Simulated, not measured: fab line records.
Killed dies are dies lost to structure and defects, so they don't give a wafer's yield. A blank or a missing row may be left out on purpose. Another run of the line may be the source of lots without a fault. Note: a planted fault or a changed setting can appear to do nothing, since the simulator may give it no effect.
fab line records	flow n5Finfet
record: lots: 10	wafers: 30	lastDay: 18
route steps=1938 shown BEOL_M1@811 BEOL_M4@1111 PASSIVATION@1936
lots that met no fault: taken from a fault-free run of the same line
startH: start of the lot's first displayed wafer, in hours after the record's first day	waitH: how many hours have passed since the lot's step before this one	" repeats the value in the row above	L1.1+2: a single row standing in for several wafers	- either no value or no given start	* or withheld: withheld	< > ~ a bound
route shown NAME@n: NAME is a module with steps in the file, n the number in the route of the first one	usual: the fault-free wafers' mean and standard deviation	same: alike in all rows	chamber/n: place in a boat	sites: the reading at each site	_std_site: the standard deviation of these	_edge_site: mean of outer sites minus mean of inner sites	radiusMm: for every site, how far away it sits from the centre of the wafer	mask NAME#n: copy n	behind: tool/chamber where the wafer was last shaped	hold: what put the lot on hold/how long, in hours/how the hold closed	device: whichever transistor did not switch (one of n, p or np)	end of line: at the end of the route, the tests of the same wafers	a step given without rows: its recipe and nothing more	killed: not the wafer's yield, but the dies lost to structure and defects at the first sort	map: dies across one wafer; x = killed, . = not, _ = none there
set.NAME: the setting that was run; set.NAME@STEP: the one run at that earlier step	model.NAME: the simulator's own value behind a step, which no gauge read
the route's steps for a sample of lots (tables are steps, rows are wafers)
services: a tool's chamber out of use, with start hour (startH, from the record's first day; less than 0 if before it), hours out, and reason
== steps ==
step: N5_BEOL_M1_ALD_84
recipe: material: TaN	targetThkA: *	tempC: 275	aldPrecursorFamily: PDMAT	aldCoReactant: NH3	pressureTorr: 3	carrierFlowSccm: 1500	pulseTimeS: 2	purgeTimeS: 3	coReactantPurgeTimeS: 2	coReactantPulseTimeS: 3	aldCycles: 30	precursorVesselTempC: 75	precursorVesselPressureTorr: 26.25	precursorVesselCarrierSccm: 1000
usual: heaterPowerW: 438/50	susceptorTempC: 275.00/0.19
same: coReactantPulseTimeS: 3
lot.wafer	tool	chamber	startH	waitH	heaterPowerW	susceptorTempC
L900.1	aldMetal-03	0	138.23	0.3	381	274.76
L900.4	"	1	"	"	482	275.16
L900.5	"	1	"	"	469	275.03
L901.1	aldMetal-04	0	142.29	0.0	449	275.13
L901.2	"	3	"	"	455	274.88
L901.6	"	2	"	"	404	275.03
L905.2	aldMetal-01	3	151.45	0.0	374	274.88
L905.5	"	1	"	"	508	274.79
L905.6	"	0	"	"	392	274.94
L904.1	aldMetal-04	2	151.83	0.0	397	275.08
L904.3	"	1	"	"	426	275.32
L904.4	"	0	"	"	446	274.99
L907.4	aldMetal-01	3	165.40	0.0	370	274.91
L907.5	"	1	"	"	522	275.00
L907.6	"	2	"	"	491	274.67
L908.2	aldMetal-01	1	178.04	0.1	512	275.29
L908.4	"	2	"	"	503	274.87
L908.5	"	2	"	"	499	275.10
L909.1	aldMetal-03	1	189.56	0.0	466	275.30
L909.2	"	2	"	"	374	275.03
L909.3	"	3	"	"	504	274.93
L919.1	aldMetal-01	1	253.26	0.0	528	275.14
L919.3	"	3	"	"	389	274.82
L919.6	"	2	"	"	504	274.87
L922.4	aldMetal-03	1	266.32	0.0	481	274.95
L922.5	"	2	"	"	384	274.80
L922.6	"	1	"	"	469	274.87
L923.1	aldMetal-04	1	271.12	0.1	432	275.19
L923.3	"	3	"	"	448	275.04
L923.4	"	2	"	"	398	274.90
step: N5_BEOL_M1_CVD_47
recipe: material: Co	targetThkA: 30	tempC: withheld	precursor: CCTBA/H2	pressureTorr: 30	timeS: 223.8
usual: runLengthS: 246.4/0.63
lot.wafer	tool	chamber	startH	waitH	runLengthS
L900.1	cvdCo-02	0	138.71	0.2	245.8
L900.4	"	2	"	"	246.3
L900.5	"	0	"	"	246.1
L901.1	cvdCo-01	0	142.60	0.0	245.9
L901.2	"	1	"	"	247.2
L901.6	"	2	"	"	247.4
L905.2	cvdCo-02	0	151.84	0.1	245.3
L905.5	"	1	"	"	246.8
L905.6	"	0	"	"	245.4
L904.1	cvdCo-02	0	152.18	0.1	245.3
L904.3	"	2	"	"	246.0
L904.4	"	2	"	"	246.7
L907.4	cvdCo-02	0	165.76	0.1	245.2
L907.5	"	2	"	"	246.1
L907.6	"	1	"	"	246.6
L908.2	cvdCo-02	1	178.87	0.3	246.6
L908.4	"	1	"	"	246.2
L908.5	"	0	"	"	369.0
L909.1	cvdCo-02	1	189.95	0.1	247.1
L909.2	"	0	"	"	245.2
L909.3	"	2	"	"	369.9
L919.1	cvdCo-01	0	253.54	0.0	246.1
L919.3	"	1	"	"	247.5
L919.6	"	2	"	"	247.3
L922.4	cvdCo-02	2	266.69	0.1	246.7
L922.5	"	1	"	"	246.4
L922.6	"	0	"	"	245.4
L923.1	cvdCo-02	0	271.73	0.3	245.5
L923.3	"	2	"	"	246.4
L923.4	"	0	"	"	245.6
step: N5_BEOL_M1_ANNEAL_80
recipe: tempC: 400	timeS: 240	ambient: vacuum
usual: heaterPowerW: 815/68	susceptorTempC: 400.00/0.24
lot.wafer	tool	chamber	startH	waitH	heaterPowerW	susceptorTempC
L900.1	pvdSputter-02	-	139.18	0.0	972	400.10
L900.4	"	-	"	"	840	399.73
L900.5	"	-	"	"	793	399.92
L901.1	pvdSputter-03	-	143.09	0.0	826	400.01
L901.2	"	-	"	"	770	400.34
L901.6	"	-	"	"	871	399.65
L905.2	pvdSputter-01	-	152.31	0.0	840	399.50
L905.5	"	-	"	"	892	400.06
L905.6	"	-	"	"	858	399.61
L904.1	pvdSputter-02	-	152.64	0.0	781	399.57
L904.3	"	-	"	"	685	399.73
L904.4	"	-	"	"	838	399.94
L907.4	pvdSputter-02	-	166.23	0.0	844	399.93
L907.5	"	-	"	"	836	399.88
L907.6	"	-	"	"	686	400.39
L908.2	pvdSputter-03	-	181.82	0.0	858	400.16
L908.4	"	-	"	"	761	399.86
L908.5	"	-	"	"	801	399.98
L909.1	pvdSputter-03	-	190.45	0.0	766	399.92
L909.2	"	-	"	"	800	400.15
L909.3	"	-	"	"	840	400.09
L919.1	pvdSputter-01	-	254.02	0.0	821	400.36
L919.3	"	-	"	"	749	400.02
L919.6	"	-	"	"	861	400.36
L922.4	pvdSputter-02	-	267.12	0.0	681	400.13
L922.5	"	-	"	"	831	400.13
L922.6	"	-	"	"	952	399.88
L923.1	pvdSputter-03	-	273.66	0.0	792	399.98
L923.3	"	-	"	"	842	400.09
L923.4	"	-	"	"	847	399.76
step: N5_BEOL_M1_SPUTTER_86
recipe: material: Cu	targetThkA: 45	tempC: -20	chamberPressurePa: 0.07	powerW: withheld	timeS: 8.29
usual: susceptorTempC: -20.00/0.1	throttleValvePct: 29.8/0.84
lot.wafer	tool	chamber	startH	waitH	susceptorTempC	throttleValvePct
L900.1	pvdSputter-02	-	139.54	0.1	-19.98	30.4
L900.4	"	-	"	"	-20.06	28.9
L900.5	"	-	"	"	-20.05	30.6
L901.1	pvdSputter-03	-	143.45	0.1	-19.89	28.8
L901.2	"	-	"	"	-20.00	30.3
L901.6	"	-	"	"	-20.06	30.6
L905.2	pvdSputter-01	-	152.67	0.1	-20.09	31.2
L905.5	"	-	"	"	-20.11	29.0
L905.6	"	-	"	"	-20.02	31.1
L904.1	pvdSputter-02	-	153.00	0.1	-20.01	30.5
L904.3	"	-	"	"	-19.97	30.4
L904.4	"	-	"	"	-20.18	28.9
L907.4	pvdSputter-02	-	166.59	0.1	-19.83	29.1
L907.5	"	-	"	"	-19.96	28.9
L907.6	"	-	"	"	-20.07	29.8
L908.2	pvdSputter-03	-	182.18	0.1	-20.04	28.8
L908.4	"	-	"	"	-20.01	28.9
L908.5	"	-	"	"	-19.91	28.7
L909.1	pvdSputter-03	-	190.81	0.1	-19.87	30.2
L909.2	"	-	"	"	-19.93	28.8
L909.3	"	-	"	"	-20.03	30.4
L919.1	pvdSputter-01	-	254.38	0.1	-19.97	27.9
L919.3	"	-	"	"	-19.94	30.6
L919.6	"	-	"	"	-19.95	28.2
L922.4	pvdSputter-02	-	267.48	0.1	-20.04	30.0
L922.5	"	-	"	"	-19.98	29.0
L922.6	"	-	"	"	-20.04	30.8
L923.1	pvdSputter-03	-	274.02	0.1	-20.06	28.6
L923.3	"	-	"	"	-20.09	28.6
L923.4	"	-	"	"	-20.04	30.5
step: N5_BEOL_M4_RC_MEAS_101
usual: DIBL_N: 36.0/1.4	DIBL_P: 36.0/1.5	IOFF_N: 0.160/0.026	IOFF_P: 0.22/0.032	ION_N: 674/10	ION_P: 464/6.9	SS_N: 71.5/0.56	SS_P: 73.3/0.59	VT_N: 249.5/2.9	VT_P: -249.2/3
lot.wafer	tool	chamber	startH	waitH	DIBL_N[mV/V]	DIBL_P[mV/V]	IOFF_N[nA/um]	IOFF_P[nA/um]	ION_N[uA/um]	ION_P[uA/um]	SS_N[mV/dec]	SS_P[mV/dec]	VT_N[mV]	VT_P[mV]
L900.1	prober-01	0	169.79	0.0	37.0	35.9	0.143	0.21	676	461	71.8	72.7	252.6	-250.7
L900.4	"	0	"	"	37.5	36.7	0.148	0.22	671	461	71.2	73.5	249.8	-251.8
L900.5	"	0	"	"	39.1	38.5	0.185	0.26	681	461	72.4	74.2	250.0	-247.3
L901.1	prober-01	0	172.67	0.0	37.1	37.0	0.186	0.24	685	474	71.4	73.7	249.1	-249.0
L901.2	"	0	"	"	37.8	38.3	0.199	0.27	681	468	72.0	74.5	247.7	-246.5
L901.6	"	0	"	"	38.5	38.9	0.214	0.27	680	470	72.2	74.3	242.8	-246.3
L905.2	prober-02	0	197.06	0.7	34.4	36.0	0.129	0.18	660	459	71.4	74.3	254.7	-253.7
L905.5	"	0	"	"	33.6	34.4	0.118	0.16	654	457	71.1	72.7	255.0	-254.2
L905.6	"	0	"	"	35.7	36.4	0.143	0.19	663	458	71.0	72.5	252.9	-252.2
L907.4	prober-02	0	221.66	0.5	34.3	33.8	0.130	0.18	665	461	71.4	73.0	254.2	-252.1
L907.5	"	0	"	"	35.2	34.3	0.140	0.19	666	456	71.9	73.8	252.9	-253.2
L907.6	"	0	"	"	33.6	32.1	0.116	0.16	653	451	71.0	72.1	257.1	-256.9
L908.2	prober-01	0	240.59	0.2	37.0	37.4	0.173	0.24	672	460	71.3	73.4	248.8	-248.9
L908.4	"	0	"	"	38.4	39.4	0.217	0.28	690	474	72.0	74.1	242.0	-247.5
L908.5	"	0	"	"	35.7	36.7	0.169	0.24	686	470	71.2	73.6	250.9	-247.7
L904.1	prober-02	0	249.32	0.0	36.0	36.3	0.146	0.21	660	461	70.8	72.8	251.4	-249.7
L904.3	"	0	"	"	33.6	33.3	0.115	0.17	651	452	70.3	72.7	253.7	-251.9
L904.4	"	0	"	"	34.1	33.2	0.117	0.16	643	450	70.9	72.8	252.2	-255.2
L909.1	prober-01	0	249.52	0.0	36.0	36.7	0.182	0.25	693	479	71.0	73.2	243.4	-244.7
L909.2	"	0	"	"	34.8	35.1	0.161	0.22	685	471	71.4	73.1	248.1	-247.0
L909.3	"	0	"	"	36.1	36.3	0.184	0.25	683	467	71.5	72.9	246.3	-244.7
L919.1	prober-01	0	300.38	0.0	37.2	36.4	0.174	0.23	691	470	72.1	73.7	247.3	-248.0
L919.3	"	0	"	"	40.2	40.3	0.250	0.32	692	476	72.2	74.3	242.1	-242.5
L919.6	"	0	"	"	37.8	37.3	0.182	0.25	686	478	72.6	73.4	246.4	-244.6
L922.4	prober-02	0	323.27	0.5	35.6	36.2	0.162	0.23	684	475	70.9	73.4	247.1	-247.2
L922.5	"	0	"	"	35.2	35.8	0.156	0.22	686	474	71.2	72.5	247.3	-246.0
L922.6	"	0	"	"	36.3	36.8	0.168	0.23	684	471	70.6	73.9	246.5	-246.6
L923.1	prober-02	0	325.24	0.0	35.9	35.6	0.157	0.21	674	463	71.7	73.4	250.7	-248.8
L923.3	"	0	"	"	37.1	37.5	0.185	0.25	693	474	72.3	73.8	247.9	-246.2
L923.4	"	0	"	"	36.0	36.5	0.168	0.23	681	474	71.8	73.6	247.5	-248.0
step: N5_PASSIVATION_PROBE_49
usual: defectLimitedYield: 91.2/1.2	killed_at_M0_to_M3: 34/9.9	killed_at_M4_up: 14/5.7	killedAtContacts: 13/6.3	killedAtFrontEnd: 39/9.9	killedAtOther: 3.7/2.8	killedDies: 104/15	killedOpen: 68/12	killedShort: 34/6.7	sort_bin_5_function: 5.2/0.9	sort_bin_6_memory: 3.3/0.57	sortNPass: 1076/15	sortYieldPct: 91.2/1.2
same: grossDies: 1180	killedAtBackSide: 0	sort_bin_4_leakage[%]: 0	sort_bin_8_speed[%]: 0
lot.wafer	tool	chamber	startH	waitH	defectLimitedYield[%]	killed_at_M0_to_M3	killed_at_M4_up	killedAtContacts	killedAtFrontEnd	killedAtOther	killedDies	killedOpen	killedShort	sort_bin_5_function[%]	sort_bin_6_memory[%]	sortNPass	sortYieldPct[%]
L900.1	prober-01	-	280.28	0.0	92.3	25	20	10	31	5	91	49	38	4.3	3.1	1089	92.3
L900.4	prober-01	-	280.43	0.2	93.2	19	11	8	41	1	80	42	33	3.3	3.1	1100	93.2
L900.5	prober-01	-	280.48	0.2	93.0	15	14	9	40	5	83	47	33	4.5	2.3	1097	93.0
L905.2	prober-01	-	307.96	0.1	90.4	28	13	16	52	4	113	79	32	6.3	2.8	1067	90.4
L905.5	prober-01	-	308.11	0.2	90.7	36	10	14	47	3	110	73	28	5.5	3.2	1070	90.7
L905.6	prober-01	-	308.16	0.3	89.9	33	7	26	46	7	119	81	34	6.1	3.8	1061	89.9
L908.2	prober-02	-	340.76	0.1	93.3	19	7	8	40	5	79	49	30	4.3	2.1	1101	93.3
L908.4	prober-02	-	340.86	0.2	90.9	43	12	9	41	2	107	59	46	5.3	3.5	1073	90.9
L908.5	prober-02	-	340.91	0.2	91.0	43	16	15	28	4	106	79	26	4.8	3.8	1074	91.0
L904.1	prober-02	-	356.56	0.0	91.2	37	8	16	40	3	104	72	32	5.6	3.1	1076	91.2
L904.3	prober-02	-	356.66	0.1	90.7	38	8	17	44	3	110	64	45	4.8	3.9	1070	90.7
L904.4	prober-02	-	356.71	0.2	87.1	62	9	30	45	6	152	104	44	7.4	5.2	1028	87.1
L919.1	prober-01	-	400.45	0.0	91.8	46	13	12	21	5	97	67	28	4.9	3.1	1083	91.8
L919.3	prober-01	-	400.55	0.1	92.2	42	10	11	25	4	92	55	37	4.2	3.3	1088	92.2
L919.6	prober-01	-	400.70	0.3	92.3	28	11	9	40	3	91	55	36	5.0	2.5	1089	92.3
killed by level:class
L900.1 BEOL_M3:geometricParticle:open=9 MOL_CONTACT_COAG:geometricParticle:open=8 BEOL_M4:geometricParticle:short=8 BEOL_M0_SAQP:geometricParticle:short=6 DUMMY_GATE:geometricParticle:open=5 BEOL_M0_SAQP:geometricParticle:open=5 FIN_SAQP:geometricParticle:short=4 FIN_SAQP:geometricParticle:open=4
L900.4 FIN_SAQP:geometricParticle:short=9 FIN_SAQP:geometricParticle:open=8 MOL_CONTACT_COAG:geometricParticle:open=6 STI_FIN_REVEAL:geometricParticle:open=5 BEOL_M0_SAQP:geometricParticle:short=4 BEOL_M7:geometricParticle:open=4 STARTING-WAFER:geometricParticle:open=4 GATE_CUT:geometricParticle:short=3
L900.5 FIN_SAQP:geometricParticle:short=9 MOL_CONTACT_COAG:geometricParticle:open=7 GATE_CUT:geometricParticle:open=6 BEOL_M5:geometricParticle:open=6 BEOL_M0_SAQP:geometricParticle:short=5 FIN_SAQP:geometricParticle:open=4 GATE_CUT:geometricParticle:short=4 BEOL_M3:geometricParticle:open=4
L905.2 STI_FIN_REVEAL:geometricParticle:open=16 MOL_CONTACT_COAG:geometricParticle:open=12 BEOL_M2:geometricParticle:open=12 BEOL_M4:geometricParticle:open=7 FIN_SAQP:geometricParticle:open=6 DUMMY_GATE:geometricParticle:open=6 STI_FIN_REVEAL:geometricParticle:short=6 ILD0:geometricParticle:open=4
L905.5 MOL_CONTACT_COAG:geometricParticle:open=13 STI_FIN_REVEAL:geometricParticle:open=12 BEOL_M0_SAQP:geometricParticle:short=10 BEOL_M0_SAQP:geometricParticle:open=8 FIN_SAQP:geometricParticle:open=7 BEOL_M3:geometricParticle:open=7 BEOL_M2:geometricParticle:open=6 STARTING-WAFER:geometricParticle:open=5
L905.6 MOL_CONTACT_COAG:geometricParticle:open=20 STI_FIN_REVEAL:geometricParticle:open=17 FIN_SAQP:geometricParticle:open=7 MOL_CONTACT_COAG:geometricParticle:short=6 BEOL_M0_SAQP:geometricParticle:short=5 BEOL_M0_SAQP:geometricParticle:open=5 BEOL_M1:geometricParticle:open=5 BEOL_M3:geometricParticle:open=5
L908.2 FIN_SAQP:geometricParticle:short=10 BEOL_M0_SAQP:geometricParticle:open=8 MOL_CONTACT_COAG:geometricParticle:open=7 FIN_SAQP:geometricParticle:open=6 STARTING-WAFER:geometricParticle:open=6 BEOL_M1:geometricParticle:open=4 BEOL_M4:geometricParticle:open=4 STARTING-WAFER:geometricParticle:short=4
L908.4 FIN_SAQP:geometricParticle:short=18 BEOL_M2:geometricParticle:open=12 FIN_SAQP:geometricParticle:open=11 BEOL_M0_SAQP:geometricParticle:short=10 MOL_CONTACT_COAG:geometricParticle:open=7 BEOL_M0_SAQP:geometricParticle:open=7 BEOL_M4:geometricParticle:open=7 BEOL_M3:geometricParticle:open=5
L908.5 BEOL_M2:geometricParticle:open=14 MOL_CONTACT_COAG:geometricParticle:open=12 BEOL_M0_SAQP:geometricParticle:open=9 BEOL_M4:geometricParticle:open=9 STI_FIN_REVEAL:geometricParticle:open=7 FIN_SAQP:geometricParticle:short=6 BEOL_M0_SAQP:geometricParticle:short=6 FIN_SAQP:geometricParticle:open=4
L904.1 MOL_CONTACT_COAG:geometricParticle:open=15 FIN_SAQP:geometricParticle:open=10 BEOL_M0_SAQP:geometricParticle:open=10 FIN_SAQP:geometricParticle:short=8 BEOL_M0_SAQP:geometricParticle:short=8 BEOL_M1:geometricParticle:open=8 BEOL_M2:geometricParticle:open=5 STI_FIN_REVEAL:geometricParticle:open=4
L904.3 MOL_CONTACT_COAG:geometricParticle:open=14 BEOL_M0_SAQP:geometricParticle:short=13 STI_FIN_REVEAL:geometricParticle:open=11 GATE_CUT:geometricParticle:short=8 FIN_SAQP:geometricParticle:open=7 BEOL_M0_SAQP:geometricParticle:open=7 BEOL_M1:geometricParticle:open=5 FIN_SAQP:geometricParticle:short=4
L904.4 MOL_CONTACT_COAG:geometricParticle:open=25 BEOL_M3:geometricParticle:open=15 STI_FIN_REVEAL:geometricParticle:open=14 BEOL_M0_SAQP:geometricParticle:open=14 BEOL_M0_SAQP:geometricParticle:short=13 BEOL_M2:geometricParticle:open=10 STARTING-WAFER:geometricParticle:open=6 DUMMY_GATE:geometricParticle:open=5
L919.1 BEOL_M2:geometricParticle:open=15 MOL_CONTACT_COAG:geometricParticle:open=9 BEOL_M3:geometricParticle:open=7 BEOL_M0_SAQP:geometricParticle:open=6 BEOL_M5:geometricParticle:open=6 BEOL_M0_SAQP:geometricParticle:short=5 BEOL_M2:geometricParticle:short=5 STI_FIN_REVEAL:geometricParticle:open=4
L919.3 BEOL_M1:geometricParticle:open=12 FIN_SAQP:geometricParticle:short=11 BEOL_M0_SAQP:geometricParticle:short=11 MOL_CONTACT_COAG:geometricParticle:open=9 BEOL_M2:geometricParticle:open=7 BEOL_M0_SAQP:geometricParticle:open=4 BEOL_M3:geometricParticle:open=4 FIN_SAQP:geometricParticle:open=3
L919.6 FIN_SAQP:geometricParticle:short=11 STI_FIN_REVEAL:geometricParticle:open=7 MOL_CONTACT_COAG:geometricParticle:open=7 BEOL_M0_SAQP:geometricParticle:short=6 BEOL_M4:geometricParticle:open=6 FIN_SAQP:geometricParticle:open=5 BEOL_M0_SAQP:geometricParticle:open=5 BEOL_M1:geometricParticle:open=5
== services ==
tool	chamber	startH	hours	kind
cvdCo-02	1	114.67	-	clean
cvdCo-02	1	114.67	22.0	scheduledDown
cvdCo-02	1	114.67	22.0	ventCycle
aldMetal-01	3	121.80	16.0	repair
pvdSputter-03	-	124.17	4.6	repair
pvdSputter-02	-	130.32	4.4	repair
aldMetal-01	-	133.35	2.3	repair
aldMetal-01	-	174.92	2.8	pm
aldMetal-01	0	200.44	-	calibration
cvdCo-02	2	205.70	4.9	repair
pvdSputter-01	-	211.92	2.5	repair
cvdCo-01	2	218.70	4.2	repair
cvdCo-02	-	265.09	1.0	repair
== key ==
firstSign: step: N5_BEOL_M1_CVD_47	reading: runLengthS	direction: up	sigmas: 99+	usual: *	struck: *
effect none on later readings
metAt N5_BEOL_M1_CVD_47
struckLots L908,L909
struckWafers L908.5,L909.3
notActingAt N5_BEOL_M1_ALD_84,N5_BEOL_M1_ANNEAL_80,N5_BEOL_M1_SPUTTER_86
onsetBetween 165.76 178.87
fault: kind: processParameterDrift	tool: cvdCo-02	chamber: -	onsetH: 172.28	steps: N5_BEOL_M1_CVD_47	channel: timeS	offset: *	shape: step	endH: 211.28	scope: struckWafersOnly	actsIn: *	stated: *
